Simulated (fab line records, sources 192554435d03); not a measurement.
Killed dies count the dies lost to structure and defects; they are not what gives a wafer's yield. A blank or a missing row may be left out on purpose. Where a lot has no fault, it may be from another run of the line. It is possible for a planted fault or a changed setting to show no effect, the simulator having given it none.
A struck lot beside a sound one -- flow n5Finfet -- 14 steps out of a route of 1938
Sound: wafers L194.1, L194.5, L194.6. Struck: wafers L199.2, L199.3, L199.6. Last of all comes the cause.
Per side, at each step with rows, come the tool, then ch with its chambers, and then its first start. Under that, the readings that differ: sound wafers -- struck wafers -- difference of the means -- sigmas: that difference in standard deviations of wafers without a fault.
alike: words and numbers the same on both sides, and readings whose means are apart by under 2 such deviations; not compared: readings that were withheld, readings missing a value for some wafer, numbers with overlapping values and no deviation given by the record, and bounds like >300 which may hide the same value.
Wherever a step has rows on one side only, a row that says differs or no value, or a row with sigmas, the two part there. Non-overlapping numbers with no deviation appear without sigmas and do not part them. A reading that every wafer of one side lacks parts them only if that side has two wafers or more.

N5_BEOL_M5_RS_MEAS_57: measures by four-point-probe.
  sound on filmMetro-01 at day 10 08:27; struck on filmMetro-02 at day 11 17:45
  alike: M5_RS
N5_BEOL_M5_INSPECT_58: inspects for defects (darkfield).
  sound on defectInspect-01 at day 10 08:28; struck on defectInspect-01 at day 11 17:47
  alike: rawDefectCount
N5_BEOL_M6_ILD_DEP_00: deposits SiCOH lowk from DEMS/porogen, target thk 179.75 nm, time 33.4 s.
  sound on pecvd-01 ch 0,1,2, day 10 08:31; struck on pecvd-03 ch 0,1, day 11 17:49
  alike: heaterPowerW, showerheadPlenumPTorr, showerheadVppV, throttleValvePct
N5_BEOL_M6_CURE_74: cures SiCOH lowk, time 240 s.
  sound on uvCure-02 ch 0, day 10 08:47; struck on uvCure-01 ch 0, day 11 17:58
  alike: lampPowerPct, wafer_temp_C_max
N5_BEOL_M6_THK_MEAS_01:
  sound on filmMetro-01 at day 10 09:17; struck on filmMetro-02 at day 11 18:23
  alike: M6_ILD_THK
N5_BEOL_M6_PECVD_70: deposits SiO2 from TEOS/O2, target thk 20 nm, time 22.7 s.
  sound on pecvd-03 ch 0,1, day 10 09:20; struck on pecvd-01 ch 0,1,2, day 11 18:26
  alike: heaterPowerW, showerheadPlenumPTorr, showerheadVppV, throttleValvePct
N5_BEOL_M6_HM_DEP_02: deposits TiN, target thk 20 nm.
  sound on pvdSputter-02 at day 10 10:23; struck on pvdSputter-02 at day 11 18:30
  alike: throttleValvePct
then, 5 steps without rows for these wafers: N5_BEOL_M6_COAT_59 (time 60 s, resist thk 100 nm); N5_BEOL_M6_COAT_60 (time 60 s, resist thk 35 nm); N5_BEOL_M6_COAT_05 (resist thk 90 nm); N5_BEOL_M6_EBR_07; N5_BEOL_M6_SOFTBAKE_06 (time 60 s).
N5_BEOL_M6_EXPOSE_08: exposes mask M6.
  struck on arfiScanner-01, day 11 18:53; sound on arfiScanner-03 ch 0, day 10 10:50
  no value came back on the struck wafers for dipoleOpeningDeg (degrees), exposureDoseMJCm2; on the sound wafers dipoleOpeningDeg (degrees) reads 35 35 35
  alike: mask
then, 1 step without rows for these wafers: N5_BEOL_M6_PEB_09 (peb time 60 s).

== WHERE THEY PART ==
Only at N5_BEOL_M6_EXPOSE_08, as far as this record shows.

WHY: whatever the simulator had introduced
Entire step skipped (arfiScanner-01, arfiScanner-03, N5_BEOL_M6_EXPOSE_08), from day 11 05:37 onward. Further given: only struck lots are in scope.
